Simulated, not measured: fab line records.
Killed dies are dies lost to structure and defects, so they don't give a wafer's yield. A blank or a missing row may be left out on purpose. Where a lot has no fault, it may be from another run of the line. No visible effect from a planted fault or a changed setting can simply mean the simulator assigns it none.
8D (eight disciplines) problem report, filled in by code | flow nandHarc | the parts of the form that need people (team, actions taken, sign-off) are left out

== 1. WHAT WENT WRONG ==
NHARC_END_SORT_01, killedAtArray: mean 93 over 1 wafer from 1 lot; wafers with no fault: 27, standard deviation 8.8. Relative to the usual mean, that is a shift of +7.5 standard deviations.
Seen first at day 23 13:08 on prober-01, wafer L392.4. The record holds 2 wafers of 1 lot with a number at this step. The rule behind "out" and "out of limits": a value lying over 4 standard deviations away from the usual mean. The rest of the wafers with a number are treated as sound.

== 2. WHAT IT IS, AND WHAT IT ISN'T ==
question                    | is                        | is not
which readings at this step | killedAtArray, killedDies | killedAtOther, killedAtPeriphery, killedOpen, killedShort
which lots                  | L392                      | -
which wafers of those lots  | L392.4                    | L392.5
read on which gauges        | prober-01                 | -
when                        | from day 23 13:08         | up to then (0 sound wafers); but 1 sound wafer of L392 came after

== 3. SUSPECTS, AND WHAT RULES EACH OUT ==
Counting: a tool at a process step up to the reading stays a suspect if it ran every lot that is out. Sound lots after the first of them don't rule it out here, since some wafers of a struck lot are sound.
- the gauge at NHARC_END_SORT_01: kept. All the wafers that are out were read on prober-01, and no step on other tools shows them out.
- rieDiel-07 at NHARC_A_WL_FILL_ETCHBACK_16 (etches the open film in C4F8/O2/Ar, target depth 88 nm, time 17.6 s): kept. It ran the lot that is out, L392 (day 18 21:32). NHARC_A_WL_FILL_ETCHBACK_16 gives no start for some lots, so the hours and the order of its lots are those of NHARC_A_WL_FILL_CVD_20.
- cvdW-02 at NHARC_A_WL_FILL_CVD_20 (deposits W, target thk 75 nm, time 5064 s): kept. It ran the lot that is out, L392 (day 18 21:32).
- harCapEtch-01 at NHARC_A_CONTACT_ETCH_115 (etches the open film in C4F8/O2/Ar, time 94 s, target depth 922 nm): kept. It ran the lot that is out, L392 (day 19 10:41).
- harCapEtch-01 at NHARC_A_CONTACT_ETCH_117 (etches the open film in C4F8/O2/Ar, time 94 s, target depth 922 nm): kept. It ran the lot that is out, L392 (day 19 10:52).
- At NHARC_A_WL_FILL_ETCHBACK_16 on rieDiel-07, chamber 3 took the sound wafers of the same lots and chamber 0 took the wafers that are out.
- At NHARC_A_WL_FILL_CVD_20 on cvdW-02, chamber 1 took the sound wafers of the same lots and chamber 0 took the wafers that are out.
Left after counting: rieDiel-07 at NHARC_A_WL_FILL_ETCHBACK_16, cvdW-02 at NHARC_A_WL_FILL_CVD_20, harCapEtch-01 at NHARC_A_CONTACT_ETCH_115, harCapEtch-01 at NHARC_A_CONTACT_ETCH_117, prober-01 at NHARC_END_SORT_01.

== 4. THE CAUSE (what the simulator had put in) ==
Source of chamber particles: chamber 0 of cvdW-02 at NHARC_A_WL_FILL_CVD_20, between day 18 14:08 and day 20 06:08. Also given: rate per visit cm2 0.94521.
Of the 5 suspects that counting leaves, this tool is one.

== 5. THE EFFECT CHAIN, in route order ==
One row per reading whose mean, taken over the struck wafers that have a number, lies over 3 standard deviations from the usual. Only readings whose record carries a usual standard deviation are examined. hours: median over the lots of the time between each lot's start at the first step of this table that gives one and its start at this step. sigmas: the change, counted in usual standard deviations.
hours | step              | reading       | usual | on struck wafers | change | sigmas
0     | NHARC_END_SORT_01 | killedAtArray | 27    | 93               | +66    | +7.5
0     | NHARC_END_SORT_01 | killedDies    | 31    | 94               | +63    | +7.2

== 6. WHAT WOULD HAVE CAUGHT IT SOONER ==
In this record the first reading out of limits at a measuring or inspecting step was taken at day 23 13:08, 119 hours after the fault began at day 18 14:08.
No tool reading at NHARC_A_WL_FILL_CVD_20 that has a usual standard deviation in the record was out on any struck wafer, so an alarm limit of 4 standard deviations on those readings would not have fired.
Each of the lots that are out, 1 in all, had begun NHARC_A_WL_FILL_CVD_20 on cvdW-02 no later than day 23 13:08. None of them would have been spared by holding the tool at that moment.
